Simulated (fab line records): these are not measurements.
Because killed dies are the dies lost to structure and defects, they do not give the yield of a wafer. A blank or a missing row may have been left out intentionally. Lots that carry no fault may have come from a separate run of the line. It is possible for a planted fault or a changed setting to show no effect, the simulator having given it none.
fab line records | flow n5-finfet
record lots=9 wafers=27 last-day=19
route steps=1938 shown BEOL_M0@720 BEOL_M4@1111 PASSIVATION@1936
lots with no fault: from the same line, run without faults
start-h: hours from the record's first day to the start of the lot's first wafer shown | wait-h: hours from the lot's prior step to this one | " as in the row above | L1.1+2: a row that stands for several wafers | - no value, or no start given | * or withheld: withheld | < > ~ a bound
route shown NAME@n: NAME is a module with steps in the file, n the number in the route of the first one | usual: the fault-free wafers' mean and standard deviation | same: alike in all rows | chamber/n: place in a boat | sites: per-site readings | _std_site: standard deviation of those values | _edge_site: outer sites' mean less inner sites' | radius-mm: how far each site lies from the wafer's centre | mask NAME#n: copy n | behind: tool/chamber where the wafer was last shaped | hold: what put the lot on hold/how long, in hours/how the hold closed | device: names the non-switching transistor (n, p or np) | end of line: the route-end tests of the same wafers | for a step that has no rows: nothing shown but its recipe | killed: dies lost to structure and defects at the first sort, not the wafer's yield | map: per-die view of a wafer (x killed, . not killed, _ where there is no die)
set.NAME: setting as actually run; set.NAME@STEP: the setting as run at that earlier step | model.NAME: the simulator's own value behind a step, which no gauge read
route steps across a sampled set of lots; one table per step, one row per wafer
services: when a tool's chamber went out of use (start-h, in hours from the record's first day, below 0 if earlier), for how many hours, and the reason
## steps
# step N5_BEOL_M0_ETCH_128
# recipe chemistry=CF4/N2 target-depth-a=120 overetch-a=51 target=SiCN time-s=21.4 ion-energy-ev=150 pressure-mtorr=40 source-w=430 bias-w=70 Ar_flow_sccm=100 cf4-flow-sccm=60 n2-flow-sccm=60
# usual drypump-motor-current-A=5.9/0.36 mfc-ar-sccm=100.0/0.3 oes-product-au=0.54/0.051 rf-vpp-V=382.6/2.8 showerhead-plenum-p-Torr=2.22/0.11 throttle-valve-pct=15.39/0.17
# columns lot.wafer tool chamber start-h wait-h drypump-motor-current-A mfc-ar-sccm oes-product-au rf-hours-counter-h rf-vpp-V showerhead-plenum-p-Torr throttle-valve-pct
L292.1 rie-diel-05 3 122.23 0.0 6.3 100.3 0.49 218 383.5 2.27 15.62
L292.2 " 0 " " 5.5 100.6 0.53 144 385.1 2.29 15.24
L292.3 " 1 " " 5.4 100.0 0.53 118 377.9 2.05 15.55
L295.2 rie-diel-05 0 133.84 0.5 5.5 100.2 0.53 149 383.9 2.29 15.24
L295.3 " 1 " " 5.4 100.0 0.54 123 378.0 2.05 15.55
L295.6 " 0 " " 5.5 100.1 0.53 - 384.5 2.29 15.25
L297.3 rie-diel-05 2 146.69 0.0 5.8 100.2 0.65 3 385.8 2.36 15.22
L297.4 " 3 " " 6.3 99.8 0.49 228 383.7 2.27 15.66
L297.6 " 1 " " 5.4 100.2 0.53 - 377.6 2.05 15.57
L306.1 rie-diel-04 0 202.08 0.2 6.4 99.6 0.60 52 382.9 2.33 15.17
L306.2 " 1 " " 6.1 99.7 0.50 220 379.8 2.09 15.36
L306.5 " 2 " " 6.1 99.8 0.59 - 380.7 2.15 15.57
L308.1 rie-diel-02 1 208.82 0.2 5.5 99.9 0.55 93 384.0 2.32 15.38
L308.4 " 1 " " 5.5 99.9 0.55 - 384.4 2.32 15.39
L308.5 " 3 " " 5.9 100.5 0.51 - 385.1 2.27 15.30
L310.1 rie-diel-02 1 220.47 0.0 5.4 100.3 0.55 98 385.6 2.32 15.39
L310.3 " 3 " " 5.9 100.2 0.51 203 383.9 2.27 15.34
L310.5 " 2 " " 6.4 99.8 0.68 - 381.5 2.17 15.13
L312.1 rie-diel-05 2 233.34 0.0 5.8 99.7 0.60 30 385.0 2.34 15.30
L312.2 " 0 " " 5.5 100.1 0.51 182 384.4 2.28 15.32
L312.4 " 2 " " 5.8 99.9 0.61 - 385.6 2.35 15.29
L314.1 rie-diel-05 0 242.06 0.0 5.5 100.2 0.51 186 383.3 2.28 15.31
L314.2 " 2 " " 5.8 99.4 0.59 33 385.0 2.34 15.30
L314.3 " 3 " " 6.3 100.1 0.66 0 381.7 2.26 15.21
L315.2 rie-diel-04 0 251.82 0.0 6.4 100.2 0.58 70 385.8 2.33 15.21
L315.4 " 2 " " 6.1 100.0 0.57 85 381.5 2.15 15.60
L315.6 " 0 " " 6.3 100.0 0.59 - 384.8 2.33 15.18
# step N5_BEOL_M0_TRENCH_ETCH_107
# recipe chemistry=C4F6/O2 target-depth-a=328 target=SiOC time-s=16.4 ion-energy-ev=250 pressure-mtorr=30 source-w=355 bias-w=185 Ar_flow_sccm=300 C4F6_flow_sccm=10 O2_flow_sccm=10
# usual drypump-motor-current-A=5.8/0.36 mfc-ar-sccm=300.0/0.98 oes-product-au=0.79/0.077 rf-vpp-V=667/5.1 showerhead-plenum-p-Torr=2.87/0.14 throttle-valve-pct=20.80/0.18
# columns lot.wafer tool chamber start-h wait-h drypump-motor-current-A mfc-ar-sccm oes-product-au rf-hours-counter-h rf-vpp-V showerhead-plenum-p-Torr throttle-valve-pct
L292.1 rie-diel-05 3 122.27 0.0 6.3 300.3 0.71 218 664 2.93 21.02
L292.2 " 0 " " 5.5 299.2 0.77 144 675 2.95 20.61
L292.3 " 1 " " 5.4 297.6 0.77 118 666 2.64 20.99
L295.2 rie-diel-05 0 133.89 0.0 5.5 300.3 0.77 149 674 2.95 20.61
L295.3 " 1 " " 5.4 299.6 0.76 123 665 2.64 21.00
L295.6 " 0 " " 5.5 300.5 0.76 - 673 2.95 20.62
L297.3 rie-diel-05 2 146.73 0.0 5.8 300.2 0.96 3 674 3.04 20.76
L297.4 " 3 " " 6.3 300.9 0.71 228 664 2.92 21.03
L297.6 " 1 " " 5.4 299.6 0.76 - 666 2.64 21.01
L306.1 rie-diel-04 0 202.12 0.0 6.4 299.4 0.88 52 664 3.01 20.60
L306.2 " 1 " " 6.1 300.2 0.71 220 656 2.70 20.70
L306.5 " 2 " " 6.1 301.1 0.85 - 667 2.77 21.03
L308.1 rie-diel-02 1 208.87 0.0 5.5 301.5 0.80 93 674 3.00 20.88
L308.4 " 1 " " 5.5 299.9 0.81 - 674 3.00 20.87
L308.5 " 3 " " 5.9 299.8 0.72 - 665 2.92 20.60
L310.1 rie-diel-02 1 220.52 0.0 5.5 297.3 0.79 98 673 3.00 20.86
L310.3 " 3 " " 5.9 298.9 0.71 203 665 2.92 20.64
L310.5 " 2 " " 6.4 299.5 1.01 - 672 2.79 20.60
L312.1 rie-diel-05 2 233.38 0.0 5.8 299.7 0.88 30 674 3.03 20.80
L312.2 " 0 " " 5.6 300.1 0.74 182 673 2.94 20.66
L312.4 " 2 " " 5.8 300.7 0.88 - 673 3.03 20.81
L314.1 rie-diel-05 0 242.10 0.0 5.5 300.6 0.74 186 674 2.94 20.67
L314.2 " 2 " " 5.8 298.6 0.87 33 674 3.03 20.79
L314.3 " 3 " " 6.3 298.4 0.97 0 663 2.91 20.70
L315.2 rie-diel-04 0 251.87 0.0 6.4 300.2 0.85 70 666 3.00 20.64
L315.4 " 2 " " 6.1 298.6 0.82 85 667 2.76 21.07
L315.6 " 0 " " 6.4 299.8 0.85 - 666 3.00 20.63
# step N5_BEOL_M0_PRE_CLEAN_113
# recipe gas=H2/He time-s=30 temp-c=250
# usual heater-power-w=331/34
# columns lot.wafer tool chamber start-h wait-h heater-power-w
L292.1 pvd-sputter-03 - 123.29 0.0 348
L292.2 " - " " 295
L292.3 " - " " 301
L295.2 pvd-sputter-01 - 138.38 0.0 321
L295.3 " - " " 285
L295.6 " - " " 291
L297.3 pvd-sputter-02 - 147.51 0.0 321
L297.4 " - " " 361
L297.6 " - " " 371
L306.1 pvd-sputter-03 - 202.71 0.0 321
L306.2 " - " " 305
L306.5 " - " " 325
L308.1 pvd-sputter-02 - 209.98 0.0 404
L308.4 " - " " 357
L308.5 " - " " 298
L310.1 pvd-sputter-02 - 221.53 0.0 317
L310.3 " - " " 362
L310.5 " - " " 320
L312.1 pvd-sputter-02 - 234.33 0.0 393
L312.2 " - " " 294
L312.4 " - " " 365
L314.1 pvd-sputter-03 - 242.72 0.0 298
L314.2 " - " " 291
L314.3 " - " " 340
L315.2 pvd-sputter-01 - 252.41 0.0 289
L315.4 " - " " 323
L315.6 " - " " 286
# step N5_BEOL_M0_CVD_115
# recipe material=Co target-thk-a=* temp-c=withheld precursor=CCTBA/H2 pressure-torr=30 time-s=120
# usual chamber-pressure-Torr=30.00/0.065 run-length-s=142.9/0.54
# columns lot.wafer tool chamber start-h wait-h chamber-pressure-Torr run-length-s since-wet-clean-h
L292.1 cvd-co-01 0 123.83 0.2 29.95 143.5 665
L292.2 " 2 " " 29.99 142.5 206
L292.3 " 1 " " 30.09 142.4 1103
L295.2 cvd-co-01 1 138.78 0.0 29.95 142.1 1117
L295.3 " 2 " " 30.01 142.4 221
L295.6 " 1 " " 29.95 142.1 -
L297.3 cvd-co-02 0 148.00 0.2 29.94 143.4 908
L297.4 " 2 " " 29.85 143.7 -
L297.6 " 0 " " 30.04 143.6 -
L306.1 cvd-co-01 1 203.17 0.0 - - -
L306.2 " 0 " " - - -
L306.5 " 0 " " - - -
L308.1 cvd-co-02 0 210.44 0.1 - - -
L308.4 " 1 " " - - -
L308.5 " 2 " " - - -
L310.1 cvd-co-02 1 222.13 0.0 29.91 142.7 85
L310.3 " 2 " " 30.01 142.9 523
L310.5 " 2 " " 29.85 143.0 -
L312.1 cvd-co-02 1 234.81 0.1 30.12 142.5 98
L312.2 " 2 " " 30.05 142.9 535
L312.4 " 2 " " 30.04 143.1 -
L314.1 cvd-co-02 2 244.81 0.0 29.98 143.1 545
L314.2 " 1 " " 30.15 142.1 108
L314.3 " 0 " " 29.98 143.4 1005
L315.2 cvd-co-01 0 252.90 0.0 30.03 143.5 794
L315.4 " 1 " " 29.98 142.4 -
L315.6 " 0 " " 30.05 143.4 -
# step N5_BEOL_M0_CMP_120
# recipe stop-on=SiOC t-overpolish-s=6.9 down-force-psi=1 platen-rpm=50 clearing-platen-down-force-psi=1.5 clearing-platen-rpm=50 post-cmp-clean=cu-alkaline clearing-platen-pad-velocity-m-s=0.99484 pad-velocity-m-s=0.99484
# usual barrier-field-endpoint-s=3.61/0.094 motor-current-A=6.0/0.49
# columns lot.wafer tool chamber start-h wait-h barrier-field-endpoint-s motor-current-A
L292.2 cmp-03 0 126.39 0.2 3.75 6.9
L292.1 " 1 " " 3.63 6.3
L292.3 " 2 " " 3.71 6.3
L295.2 cmp-03 1 139.75 0.2 3.76 6.3
L295.3 " 2 " " 3.72 6.6
L295.6 " 2 " " 3.68 6.2
L297.4 cmp-01 0 149.22 0.1 3.56 5.7
L297.3 " 2 " " 3.60 5.7
L297.6 " 0 " " 3.66 5.8
L306.1 cmp-01 3 204.26 0.3 1.81 4.8
L306.2 " 0 " " 1.87 5.5
L306.5 " 3 " " 1.84 5.1
L308.1 cmp-01 0 212.19 0.3 1.86 5.9
L308.4 " 1 " " 1.87 6.8
L308.5 " 1 " " 1.82 6.5
L310.1 cmp-02 2 223.16 0.3 3.56 6.2
L310.3 " 1 " " 3.58 5.3
L310.5 " 2 " " 3.58 6.4
L312.2 cmp-01 2 236.20 0.2 3.45 5.6
L312.4 " 0 " " 3.56 5.8
L312.1 " 1 " " 3.61 6.9
L314.1 cmp-02 1 245.89 0.3 3.59 5.5
L314.2 " 2 " " 3.72 6.6
L314.3 " 3 " " 3.69 6.1
L315.2 cmp-03 3 253.91 0.2 3.69 5.8
L315.4 " 0 " " 3.62 6.2
L315.6 " 0 " " 3.78 6.6
# step N5_BEOL_M4_RC_MEAS_101
# usual DIBL_N=35.9/1.3 DIBL_P=35.9/1.5 IOFF_N=0.152/0.023 IOFF_P=0.204/0.027 ION_N=673/9.2 ION_P=462/6.7 SS_N=71.4/0.48 SS_P=73.2/0.55 VT_N=250.3/2.6 VT_P=-250.6/3
# columns lot.wafer tool chamber start-h wait-h DIBL_N[mV/V] DIBL_P[mV/V] IOFF_N[nA/um] IOFF_P[nA/um] ION_N[uA/um] ION_P[uA/um] SS_N[mV/dec] SS_P[mV/dec] VT_N[mV] VT_P[mV]
L292.1 prober-02 0 180.88 0.0 35.2 35.1 0.120 0.163 662 455 70.9 72.3 255.4 -253.8
L292.2 " 0 " " 37.0 38.1 0.155 0.207 671 468 71.2 72.6 251.9 -251.8
L292.3 " 0 " " 37.2 37.3 0.149 0.193 659 450 71.6 73.2 250.1 -251.3
L297.3 prober-01 0 208.75 0.3 36.4 35.8 0.154 0.200 679 463 72.0 73.5 249.3 -250.5
L297.4 " 0 " " 37.3 37.5 0.167 0.220 662 460 71.9 74.8 248.3 -250.0
L297.6 " 0 " " 35.5 35.5 0.135 0.189 666 463 71.7 72.9 249.8 -253.4
L295.2 prober-02 0 210.39 0.2 36.5 37.3 0.167 0.198 677 461 70.8 74.3 249.8 -253.7
L295.3 " 0 " " 35.0 36.3 0.150 0.182 679 452 71.0 73.0 252.0 -254.3
L295.6 " 0 " " 36.1 37.1 0.163 0.197 680 462 71.5 73.2 248.3 -251.2
L310.1 prober-02 0 302.23 0.0 34.5 36.0 0.143 0.198 681 470 71.5 73.3 252.2 -248.9
L310.3 " 0 " " 33.8 35.6 0.137 0.187 665 466 71.2 73.1 253.1 -253.0
L310.5 " 0 " " 35.7 37.6 0.164 0.223 681 467 71.5 73.5 249.4 -251.9
L312.1 prober-02 0 305.47 0.0 36.1 36.0 0.162 0.183 675 454 71.9 73.0 250.0 -253.1
L312.2 " 0 " " 36.2 36.6 0.164 0.187 668 455 72.0 73.8 248.5 -255.2
L312.4 " 0 " " 35.4 35.8 0.149 0.176 669 452 71.4 73.1 250.2 -256.0
L314.1 prober-01 0 331.94 0.0 41.0 40.4 0.248 0.306 686 469 72.2 74.8 245.1 -245.4
L314.2 " 0 " " 37.6 35.8 0.157 0.216 667 459 72.2 73.7 251.9 -252.3
L314.3 " 0 " " 38.4 36.5 0.177 0.238 669 455 71.4 74.4 249.1 -249.1
L315.2 prober-02 0 334.79 0.2 35.3 34.3 0.134 0.219 657 466 71.6 73.2 252.8 -247.0
L315.4 " 0 " " 35.2 34.4 0.130 0.216 667 471 71.4 72.1 249.9 -247.9
L315.6 " 0 " " 35.9 35.3 0.146 0.240 678 477 71.1 73.7 251.0 -244.7
# step N5_PASSIVATION_PROBE_49
# usual defect-limited-yield=91.0/1.5 killed_at_M0_to_M3=37/12 killed_at_M4_up=13/5 killed-at-contacts=13/6.1 killed-at-front-end=39/11 killed-at-other=4/3.2 killed-dies=106/17 killed-on-rim=13/4.2 killed-open=69/12 killed-short=35/7.9 sort_bin_4_leakage=0.00/0.007 sort_bin_5_function=5.3/1 sort_bin_6_memory=3.3/0.68 sort-n-pass=1074/17 sort-yield-pct=91.0/1.5
# same gross-dies=1180 killed-at-back-side=0 sort_bin_8_speed[%]=0
# columns lot.wafer tool chamber start-h wait-h defect-limited-yield[%] killed_at_M0_to_M3 killed_at_M4_up killed-at-contacts killed-at-front-end killed-at-other killed-dies killed-on-rim killed-open killed-short sort_bin_4_leakage[%] sort_bin_5_function[%] sort_bin_6_memory[%] sort-n-pass sort-yield-pct[%]
L292.1 prober-01 - 291.42 0.0 91.7 30 22 8 35 3 98 9 61 34 0 5.3 2.5 1082 91.7
L292.2 prober-01 - 291.47 0.1 86.9 43 17 18 71 6 155 17 107 47 0 7.6 5.3 1025 86.9
L292.3 prober-01 - 291.52 0.1 89.2 28 29 11 49 10 127 18 90 37 0 6.9 3.6 1053 89.2
L297.3 prober-01 - 307.47 0.1 92.5 41 9 7 24 8 89 13 59 27 0 4.2 3.1 1091 92.5
L297.4 prober-01 - 307.52 0.2 92.1 30 11 14 28 10 93 12 59 27 0 5.3 2.4 1087 92.1
L297.6 prober-01 - 307.62 0.3 90.6 35 21 9 33 13 111 14 72 38 0 5.5 3.6 1069 90.6
L295.2 prober-02 - 324.28 0.1 92.0 33 23 14 20 4 94 14 60 34 0 4.7 2.9 1086 92.0
L295.3 prober-02 - 324.33 0.1 91.2 33 10 8 51 2 104 11 65 38 0 5.3 3.1 1076 91.2
L295.6 prober-02 - 324.48 0.3 91.7 31 14 23 26 4 98 7 69 29 0 4.8 3.1 1082 91.7
L306.1 prober-02 - 384.07 0.0 0 1132 9 10 29 0 1180 152 55 20 0 90.6 9.2 0 0
L306.2 prober-02 - 384.12 0.1 0 1109 15 17 37 2 1180 152 63 24 0 89.0 10.8 0 0
L306.5 prober-02 - 384.27 0.2 0 1132 10 7 31 0 1180 152 51 27 0 87.9 11.9 0 0
L308.1 prober-01 - 395.42 0.0 0 1140 14 7 19 0 1180 152 47 21 0 89.3 10.3 0 0
L308.4 prober-01 - 395.57 0.2 0 1124 7 8 37 4 1180 152 59 24 0 89.7 10.1 0 0
L308.5 prober-01 - 395.62 0.2 0 1129 15 12 20 4 1180 152 57 24 0 90.2 9.3 0 0
L310.1 prober-02 - 422.62 0.0 91.9 27 9 12 46 1 95 12 54 35 0 3.6 3.6 1085 91.9
L310.3 prober-02 - 422.72 0.1 93.1 15 12 11 43 1 82 7 55 24 0 4.2 2.8 1098 93.1
L310.5 prober-02 - 422.82 0.2 92.5 42 5 4 38 0 89 14 53 26 0 3.4 3.3 1091 92.5
# killed by level:class
L292.1 BEOL_M4:geometric-particle:open=11 FIN_SAQP:geometric-particle:open=10 BEOL_M0_SAQP:geometric-particle:open=7 FIN_SAQP:geometric-particle:short=6 BEOL_M0_SAQP:geometric-particle:short=6 STI_FIN_REVEAL:geometric-particle:open=6 DUMMY_GATE:geometric-particle:open=5 MOL_CONTACT_COAG:geometric-particle:open=5
L292.2 FIN_SAQP:geometric-particle:open=24 MOL_CONTACT_COAG:geometric-particle:open=15 GATE_CUT:geometric-particle:open=10 BEOL_M3:geometric-particle:open=10 BEOL_M4:geometric-particle:open=10 BEOL_M0_SAQP:geometric-particle:short=9 STI_FIN_REVEAL:geometric-particle:open=8 DUMMY_GATE:geometric-particle:open=8
L292.3 BEOL_M4:geometric-particle:open=17 STI_FIN_REVEAL:geometric-particle:open=11 FIN_SAQP:geometric-particle:open=10 DUMMY_GATE:geometric-particle:open=10 MOL_CONTACT_COAG:geometric-particle:open=9 FIN_SAQP:geometric-particle:short=8 BEOL_M2:geometric-particle:open=8 BEOL_M3:geometric-particle:open=8
L297.3 BEOL_M0_SAQP:geometric-particle:open=15 BEOL_M0_SAQP:geometric-particle:short=7 STI_FIN_REVEAL:geometric-particle:open=6 BEOL_M3:geometric-particle:open=6 MOL_CONTACT_COAG:geometric-particle:open=5 BEOL_M2:geometric-particle:open=4 DUMMY_GATE:geometric-particle:open=3 BEOL_M1:geometric-particle:open=3
L297.4 BEOL_M0_SAQP:geometric-particle:short=13 MOL_CONTACT_COAG:geometric-particle:open=10 STI_FIN_REVEAL:geometric-particle:open=8 BEOL_M0_SAQP:geometric-particle:open=8 FIN_SAQP:geometric-particle:open=7 MOL_CONTACT_COAG:geometric-particle:short=4 MIM_BOT:geometric-particle:open=4 FIN_SAQP:geometric-particle:short=3
L297.6 BEOL_M0_SAQP:geometric-particle:open=15 STI_FIN_REVEAL:geometric-particle:open=10 BEOL_M0_SAQP:geometric-particle:short=7 MOL_CONTACT_COAG:geometric-particle:open=6 BEOL_M5:geometric-particle:open=6 BEOL_M4:geometric-particle:open=5 STI_FIN_REVEAL:geometric-particle:short=4 GATE_CUT:geometric-particle:short=4
L295.2 BEOL_M1:geometric-particle:open=15 MOL_CONTACT_COAG:geometric-particle:open=10 BEOL_M4:geometric-particle:open=9 BEOL_M0_SAQP:geometric-particle:short=6 GATE_CUT:geometric-particle:short=5 BEOL_M4:geometric-particle:short=5 MOL_CONTACT_COAG:geometric-particle:short=4 BEOL_M2:geometric-particle:open=4
L295.3 FIN_SAQP:geometric-particle:short=15 BEOL_M0_SAQP:geometric-particle:open=12 FIN_SAQP:geometric-particle:open=11 BEOL_M0_SAQP:geometric-particle:short=7 BEOL_M2:geometric-particle:open=7 MOL_CONTACT_COAG:geometric-particle:open=6 BEOL_M5:geometric-particle:open=6 STI_FIN_REVEAL:geometric-particle:open=4
L295.6 MOL_CONTACT_COAG:geometric-particle:open=17 BEOL_M2:geometric-particle:open=12 BEOL_M5:geometric-particle:open=8 DUMMY_GATE:geometric-particle:open=7 BEOL_M0_SAQP:geometric-particle:short=7 MOL_CONTACT_COAG:geometric-particle:short=6 BEOL_M1:geometric-particle:open=5 FIN_SAQP:geometric-particle:open=4
L306.1 BEOL_M0:area-cvd=858 BEOL_M0:interface-void-opened=247 BEOL_M2:geometric-particle:open=12 MOL_CONTACT_COAG:geometric-particle:open=8 FIN_SAQP:geometric-particle:open=6 FIN_SAQP:geometric-particle:short=5 STI_FIN_REVEAL:geometric-particle:open=4 DUMMY_GATE:geometric-particle:open=4
L306.2 BEOL_M0:area-cvd=839 BEOL_M0:interface-void-opened=254 MOL_CONTACT_COAG:geometric-particle:open=13 FIN_SAQP:geometric-particle:open=9 BEOL_M0_SAQP:geometric-particle:open=7 BEOL_M4:geometric-particle:open=7 FIN_SAQP:geometric-particle:short=6 BEOL_M0_SAQP:geometric-particle:short=6
L306.5 BEOL_M0:area-cvd=854 BEOL_M0:interface-void-opened=248 BEOL_M0_SAQP:geometric-particle:short=9 BEOL_M0_SAQP:geometric-particle:open=9 STI_FIN_REVEAL:geometric-particle:open=6 BEOL_M3:geometric-particle:open=6 FIN_SAQP:geometric-particle:open=5 MOL_CONTACT_COAG:geometric-particle:open=4
L308.1 BEOL_M0:area-cvd=867 BEOL_M0:interface-void-opened=245 BEOL_M2:geometric-particle:open=10 FIN_SAQP:geometric-particle:open=5 BEOL_M4:geometric-particle:open=5 MOL_CONTACT_COAG:geometric-particle:open=4 BEOL_M0_SAQP:geometric-particle:short=4 BEOL_M0_SAQP:geometric-particle:open=4
L308.4 BEOL_M0:area-cvd=859 BEOL_M0:interface-void-opened=237 FIN_SAQP:geometric-particle:short=10 FIN_SAQP:geometric-particle:open=10 BEOL_M2:geometric-particle:open=10 MOL_CONTACT_COAG:geometric-particle:open=6 BEOL_M0_SAQP:geometric-particle:open=5 BEOL_M3:geometric-particle:open=5
L308.5 BEOL_M0:area-cvd=843 BEOL_M0:interface-void-opened=255 MOL_CONTACT_COAG:geometric-particle:open=10 BEOL_M1:geometric-particle:open=10 BEOL_M0_SAQP:geometric-particle:short=6 BEOL_M4:geometric-particle:open=6 BEOL_M3:geometric-particle:open=5 BEOL_M5:geometric-particle:open=5
L310.1 FIN_SAQP:geometric-particle:open=11 FIN_SAQP:geometric-particle:short=10 MOL_CONTACT_COAG:geometric-particle:open=9 BEOL_M0_SAQP:geometric-particle:open=7 BEOL_M2:geometric-particle:short=6 STI_FIN_REVEAL:geometric-particle:open=5 BEOL_M2:geometric-particle:open=5 HKMG_FIN:area-etch=5
L310.3 STI_FIN_REVEAL:geometric-particle:open=12 MOL_CONTACT_COAG:geometric-particle:open=8 STARTING-WAFER:geometric-particle:open=6 DUMMY_GATE:geometric-particle:open=5 FIN_SAQP:geometric-particle:short=4 FIN_SAQP:geometric-particle:open=4 STARTING-WAFER:geometric-particle:short=4 GATE_CUT:geometric-particle:short=3
L310.5 BEOL_M3:geometric-particle:open=14 BEOL_M0_SAQP:geometric-particle:open=12 STI_FIN_REVEAL:geometric-particle:open=10 HKMG_FIN:area-etch=7 BEOL_M0_SAQP:geometric-particle:short=6 FIN_SAQP:geometric-particle:short=4 BEOL_M2:geometric-particle:short=4 FIN_SAQP:geometric-particle:open=3
## services
# columns tool chamber start-h hours kind
cmp-02 - 99.98 5.3 repair
rie-diel-05 2 108.52 - clean
rie-diel-05 2 108.52 - consumable-replace:focus-ring
rie-diel-05 2 108.52 - consumable-replace:showerhead
rie-diel-02 2 113.74 6.6 repair
cvd-co-02 2 117.14 14.5 repair
cmp-01 - 122.00 5.7 pm
cvd-co-01 0 131.32 4.0 repair
cvd-co-02 - 131.90 0.2 repair
cmp-02 - 139.93 1.2 repair
cmp-02 - 149.79 7.9 repair
cmp-03 - 156.16 4.0 pm
cmp-02 - 182.65 1.8 repair
pvd-sputter-03 - 186.76 4.3 repair
cvd-co-02 - 191.85 0.4 repair
cmp-01 - 195.17 1.2 repair
cmp-02 - 197.24 7.9 pm
cmp-03 - 209.79 0.4 repair
cvd-co-01 - 214.39 6.0 pm
cvd-co-01 - 221.28 1.4 repair
rie-diel-05 3 226.36 1.8 repair
cmp-02 - 227.28 4.0 pm
cmp-01 - 237.79 4.0 pm
cmp-02 - 248.20 7.1 repair
## key
first-sign step=N5_BEOL_M0_CVD_115 reading=tool-record direction=missing
effect step=N5_BEOL_M0_CMP_120 reading=barrier-field-endpoint-s direction=down sigmas=19 usual=3.61 struck=1.84
effect step=N5_PASSIVATION_PROBE_49 reading=killed_at_M0_to_M3 direction=up sigmas=92 usual=37 struck=1128
more-kills-born-at N5_BEOL_M0_CVD_115@cvd-co-02=2569 N5_BEOL_M0_CVD_115@cvd-co-01=2548
met-at N5_BEOL_M0_CVD_115
struck-lots L306,L308
later-rows-left-out L306.1,L306.2,L306.5,L308.1,L308.4,L308.5
not-acting-at N5_BEOL_M0_ETCH_128,N5_BEOL_M0_TRENCH_ETCH_107,N5_BEOL_M0_PRE_CLEAN_113
onset-between 148.00 203.17
fault kind=skipped-step-whole tool=cvd-co-01,cvd-co-02 chamber=- onset-h=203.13 steps=N5_BEOL_M0_CVD_115 scope=struck-lots-only
# later-rows-left-out: the simulator's readings of these wafers behind a module that went badly wrong aren't trusted and aren't shown, but for the sort
